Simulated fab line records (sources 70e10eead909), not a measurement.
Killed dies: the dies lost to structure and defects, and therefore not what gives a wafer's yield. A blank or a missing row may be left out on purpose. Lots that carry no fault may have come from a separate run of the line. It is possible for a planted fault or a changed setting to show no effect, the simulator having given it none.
Matching of chambers / flow nand-harc / 4 sister chambers for NHARC_A_WL_FILL_CMP_12 on cmp-02
The step polishes, t overpolish 30 s, target thk 100 nm. 4 wafers are shown with their chamber, then 12 later ones without.

## EACH WAFER AND ITS CHAMBER
wafer=L086.5; chamber=1; motor-current-A (A)=12.5
wafer=L087.1; chamber=3; motor-current-A (A)=12.2
wafer=L087.4; chamber=2; motor-current-A (A)=10.3
wafer=L087.6; chamber=0; motor-current-A (A)=11.5

## WAFERS WHOSE CHAMBER IS MISSING
wafer=L092.1; motor-current-A (A)=13.4
wafer=L092.5; motor-current-A (A)=13.2
wafer=L092.6; motor-current-A (A)=12.0
wafer=L093.4; motor-current-A (A)=10.7
wafer=L093.5; motor-current-A (A)=10.5
wafer=L093.6; motor-current-A (A)=12.3
wafer=L093.1; motor-current-A (A)=12.8
wafer=L093.2; motor-current-A (A)=11.6
wafer=L093.3; motor-current-A (A)=10.8
wafer=L094.2; motor-current-A (A)=10.5
wafer=L094.4; motor-current-A (A)=11.8
wafer=L094.5; motor-current-A (A)=11.3

## CHAMBER TAKEN BY EACH
wafer=L092.1; from the rows above=can't be placed: 1 or 3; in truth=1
wafer=L092.5; from the rows above=can't be placed: 1 or 3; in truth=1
wafer=L092.6; from the rows above=can't be placed: 3 or 0 or 1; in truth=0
wafer=L093.4; from the rows above=can't be placed: 2 or 0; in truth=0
wafer=L093.5; from the rows above=can't be placed: 2 or 0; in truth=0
wafer=L093.6; from the rows above=can't be placed: 3 or 1 or 0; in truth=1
wafer=L093.1; from the rows above=can't be placed: 1 or 3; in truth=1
wafer=L093.2; from the rows above=can't be placed: 0 or 3 or 1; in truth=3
wafer=L093.3; from the rows above=can't be placed: 2 or 0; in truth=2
wafer=L094.2; from the rows above=can't be placed: 2 or 0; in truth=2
wafer=L094.4; from the rows above=can't be placed: 0 or 3 or 1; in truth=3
wafer=L094.5; from the rows above=can't be placed: 0 or 3 or 2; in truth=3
Placed correctly: 0 of 12. These rows do not allow placing 12 (true chamber among the candidates in 12). 0 placed wrongly.
How it was worked out, from the rows above alone: a wafer's distance from a chamber is the root of the sum, over the readings, of the square of ((its reading less the chamber's mean) divided by the reading's scatter). If the next closest chamber is less than 2 further off than the closest, the wafer can't be placed; otherwise it belongs to the closest. The mean given for a chamber averages the wafers shown for that chamber. The scatter: root of mean squared gap, hidden wafer to nearest shown wafer, with one shown wafer a chamber.
